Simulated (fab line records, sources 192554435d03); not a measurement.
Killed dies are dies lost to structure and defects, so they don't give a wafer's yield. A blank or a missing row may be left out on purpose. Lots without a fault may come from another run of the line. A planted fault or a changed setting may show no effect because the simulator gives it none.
A struck lot beside a sound one | flow n5_finfet | 14 steps out of a route of 1938
Sound: wafers L991.1, L991.2, L991.3. Struck: wafer L102.2. (L102.1, L102.5 of the same lot were not struck and are left out.) The cause comes at the end.
At each step with rows: each side's tool, then ch and its chambers, then its first start. Under that, the readings that differ: sound wafers | struck wafers | difference of the means | sigmas: that difference in standard deviations of wafers without a fault.
alike: readings whose means differ by less than 2 such deviations, and words and numbers that are the same on both sides. not compared: withheld readings, readings that some wafer has no value for, bounds like >300 that may hide the same value, and numbers for which the record gives no deviation and whose values overlap.
The two part at a step that has a row with sigmas, a row that says differs or no value, or rows on one side only. Numbers that don't overlap but have no deviation are shown without sigmas and don't part them. A reading that every wafer of one side lacks parts them only if that side has two wafers or more.

N5_BEOL_M7_OVL_MEAS_29:
  sound on overlay-02 ch 0, day 9 01:14; struck on overlay-02 ch 0, day 12 04:13
  alike: V6_OVL
N5_BEOL_M7_INSPECT_30: inspects for defects (brightfield).
  sound on defect_inspect-02, day 9 01:17; struck on defect_inspect-02, day 12 04:17
  alike: raw_defect_count
N5_BEOL_M7_DESCUM_33: chemistry O2, time 7 s.
  sound on rie_diel-06 ch 1,2,3, day 9 01:20; struck on rie_diel-02 ch 1, day 12 04:19
  alike: drypump_motor_current_A, oes_product_au, rf_fwd_power_W, rf_vpp_V, showerhead_plenum_p_Torr, throttle_valve_pct
  not compared: rf_hours_counter_h
N5_BEOL_M7_ETCH_72: etches underlayer in N2/H2, target depth 6.5 nm, time 5.2 s.
  sound on rie_diel-06 ch 1,2,3, day 9 01:22; struck on rie_diel-02 ch 1, day 12 04:21
  alike: drypump_motor_current_A, etch_rf_on_time_s, oes_product_au, rf_fwd_power_W, rf_vpp_V, showerhead_plenum_p_Torr, throttle_valve_pct
  not compared: rf_hours_counter_h
then, 6 steps without rows for these wafers: N5_BEOL_M7_ETCH_65 (etches SiARC in CF4, target depth 15.6 nm, time 26 s); N5_BEOL_M7_ETCH_66 (etches SOC in N2/H2, target depth 80 nm, overetch 16 nm, time 120 s); N5_BEOL_M7_STRIP_69 (strips in N2/H2); N5_BEOL_M7_STRIP_73 (strips in N2/H2); N5_BEOL_M7_VIA_ETCH_34 (etches SiCOH lowk in C4F6/O2, target depth 125.5 nm, time 50.5 s); N5_BEOL_M7_STRIP_76 (strips in C4F6/O2).
N5_BEOL_M7_STRIP_36: strips in N2/H2.
  sound on rie_diel-06 ch 1,2,3, day 9 01:34; struck on rie_diel-02 ch 1, day 12 04:33
  alike: drypump_motor_current_A, oes_product_au, rf_vpp_V, showerhead_plenum_p_Torr, throttle_valve_pct
  not compared: rf_hours_counter_h
N5_BEOL_M7_TRENCH_ETCH_37: etches SiCOH lowk in C4F6/O2, target depth 93.478 nm, time 31.2 s.
  sound on rie_diel-06 ch 1,2,3; struck on rie_diel-02 ch 1
  reading      | sound       | struck | difference | sigmas
  rf_vpp_V (V) | 667 663 673 | 646    | -22        | -2
  alike: drypump_motor_current_A, oes_ar_750_au, oes_o_777_au, oes_product_au, rf_fwd_power_W, showerhead_plenum_p_Torr, throttle_valve_pct
  not compared: rf_hours_counter_h
N5_BEOL_M7_ETCH_41: etches SiCN in CH3F/O2, target depth 31.9 nm, time 57.8 s.
  sound on rie_diel-06 ch 1,2,3, day 9 01:38; struck on rie_diel-02 ch 1, day 12 04:37
  reading                  | sound            | struck | difference | sigmas
  oes_product_au (a.u.)    | 0.71 0.88 0.67   | 1.00   | +0.25      | +3
  model.etch.depth_nm (nm) | 21.9 22.38 21.89 | 34.73  | +12.67     |
  alike: drypump_motor_current_A, rf_fwd_power_W, rf_vpp_V, showerhead_plenum_p_Torr, throttle_valve_pct
  not compared: rf_hours_counter_h
N5_BEOL_M7_STRIP_80: strips in N2/H2, time 10 s.
  sound on rie_diel-06 ch 1,2,3; struck on rie_diel-02 ch 1
  alike: drypump_motor_current_A, oes_product_au, rf_vpp_V, showerhead_plenum_p_Torr, throttle_valve_pct
  not compared: rf_hours_counter_h

WHERE THEY PART
First at N5_BEOL_M7_TRENCH_ETCH_37; last, within this record, at N5_BEOL_M7_ETCH_41. Later steps at which nothing parts them and some readings are alike: N5_BEOL_M7_STRIP_80.

WHY: what the simulator had put in
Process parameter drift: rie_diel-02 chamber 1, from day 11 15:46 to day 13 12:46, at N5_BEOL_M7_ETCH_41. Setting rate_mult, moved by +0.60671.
